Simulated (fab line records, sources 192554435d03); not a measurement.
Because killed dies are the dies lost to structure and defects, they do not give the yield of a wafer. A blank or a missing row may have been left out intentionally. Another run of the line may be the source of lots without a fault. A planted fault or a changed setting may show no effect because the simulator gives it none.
A struck lot beside a sound one + flow n5_finfet + 35 out of 1938 route steps
Sound: wafers L205.1, L205.5, L205.6. Struck: wafer L219.5 (left out: L219.2, L219.4 of the same lot, which were not struck); the cause appears at the end.
At each step with rows: each side's tool, then ch and its chambers, then its first start. Under that, the readings that differ: sound wafers + struck wafers + difference of the means + sigmas: that difference in standard deviations of wafers without a fault.
alike: same words and numbers on both sides, and readings whose means sit less than 2 such deviations apart. not compared: any withheld reading, any reading some wafer has no value for, any bound like >300 that may hide the same value, and any number with overlapping values for which the record gives no deviation.
A row with sigmas, a row that says differs or no value, or rows on one side alone: a step with any of these is where the two part. Non-overlapping numbers with no deviation appear without sigmas and do not part them. A reading missing from all wafers of one side parts the sides only when that side holds two or more wafers.

first, 8 steps without rows for these wafers: N5_BEOL_M4_SPUTTER_96 (material Cu, target thk 4.5 nm, time 8.29 s); N5_BEOL_M4_ECD_50 (material Cu, target thk 300 nm); N5_BEOL_M4_ANNEAL_51 (time 90 s); N5_BEOL_M4_CMP_52 (polishes, stops on SiOC, t overpolish 6.8 s, target thk 40 nm); N5_BEOL_M4_PRE_CLEAN_60 (time 15 s); N5_BEOL_M4_CO_CAP_55 (material Co, precursor CCTBA/H2, target thk 2 nm, time 102.1 s); N5_BEOL_M4_PRE_CLEAN_56 (time 15 s); N5_BEOL_M4_DEP_57 (deposits SiCN from 3MS/NH3, target thk 8 nm, time 14 s).
N5_BEOL_M5_ILD_DEP_00: deposits SiCOH lowk from DEMS/porogen, target thk 140.64 nm, time 25.9 s.
  sound on pecvd-04 ch 0,1, day 9 06:24; struck on pecvd-02 ch 0, day 13 22:19
  alike: heater_power_w, showerhead_plenum_p_Torr, throttle_valve_pct
then, 24 steps without rows for these wafers: N5_BEOL_M5_CURE_79 (cures SiCOH lowk, time 240 s); N5_BEOL_M5_PECVD_70 (deposits SiO2 from TEOS/O2, target thk 16 nm, time 18 s); N5_BEOL_M5_HM_DEP_02 (deposits TiN, target thk 20 nm); N5_BEOL_M5_COAT_59 (time 60 s, resist thk 60 nm); N5_BEOL_M5_COAT_60 (time 60 s, resist thk 12 nm); N5_BEOL_M5_COAT_71 (time 60 s, resist thk 5 nm); N5_BEOL_M5_COAT_05 (resist thk 30 nm); N5_BEOL_M5_EBR_07; N5_BEOL_M5_SOFTBAKE_06 (time 60 s); N5_BEOL_M5_EXPOSE_08 (exposes mask M5, target cd 28 nm); N5_BEOL_M5_PEB_09 (peb time 60 s); N5_BEOL_M5_DEVELOP_10 (develop time 30 s); N5_BEOL_M5_DESCUM_16 (chemistry O2, time 7 s); N5_BEOL_M5_ETCH_72 (etches underlayer in N2/H2, target depth 6.5 nm, time 5.2 s); N5_BEOL_M5_ETCH_61 (etches SiARC in CF4, target depth 15.6 nm, time 26 s); N5_BEOL_M5_ETCH_62 (etches SOC in N2/H2, target depth 75 nm, overetch 15 nm, time 112.5 s); N5_BEOL_M5_STRIP_63 (strips in N2/H2); N5_BEOL_M5_STRIP_73 (strips in N2/H2); N5_BEOL_M5_STRIP_64 (strips in CF4); N5_BEOL_M5_HM_OPEN_17 (chemistry Cl2/BCl3, target TiN, target depth 20 nm, overetch 6 nm); N5_BEOL_M5_STRIP_19 (strips in O2); N5_BEOL_M5_COAT_65 (time 60 s, resist thk 60 nm); N5_BEOL_M5_COAT_66 (time 60 s, resist thk 12 nm); N5_BEOL_M5_COAT_74 (time 60 s, resist thk 5 nm).
N5_BEOL_M5_INSPECT_30: inspects for defects (brightfield).
  sound: defect_inspect-01 at day 9 11:58; struck: defect_inspect-02 at day 14 01:44
| reading          | sound       | struck | difference | sigmas |
|------------------|-------------|--------|------------|--------|
| raw_defect_count | 219 286 327 | 754    | +477       | +4     |
-- record jumps: 5 days separate the struck wafers' starts on either side; left off in module BEOL_M5, taken up again in module PASSIVATION, whose first shown step is the route's number 1936 --
N5_PASSIVATION_PROBE_49:
  sound: prober-01 at day 13 11:53; struck: prober-01 at day 18 18:01
| reading                  | sound          | struck | difference | sigmas |
|--------------------------|----------------|--------|------------|--------|
| defect_limited_yield (%) | 90.4 90.7 91.7 | 85.2   | -5.7       | -4     |
| killed_at_M0_to_M3       | 46 36 47       | 21     | -22        | -2     |
| killed_at_M4_up          | 24 16 10       | 86     | +69        | +13    |
| killed_dies              | 113 110 98     | 175    | +68        | +4     |
| sort_bin_5_function (%)  | 5.8 5.3 5.2    | 9.5    | +4.1       | +4     |
| sort_n_pass              | 1067 1070 1082 | 1005   | -68        | -4     |
| sort_yield_pct (%)       | 90.4 90.7 91.7 | 85.2   | -5.7       | -4     |
  alike: killed_at_contacts, killed_at_front_end, killed_at_other, killed_open, killed_short, sort_bin_6_memory

WHERE THEY PART
At N5_BEOL_M5_INSPECT_30 first; at N5_PASSIVATION_PROBE_49 last (within this record only).

WHY: whatever the simulator had introduced
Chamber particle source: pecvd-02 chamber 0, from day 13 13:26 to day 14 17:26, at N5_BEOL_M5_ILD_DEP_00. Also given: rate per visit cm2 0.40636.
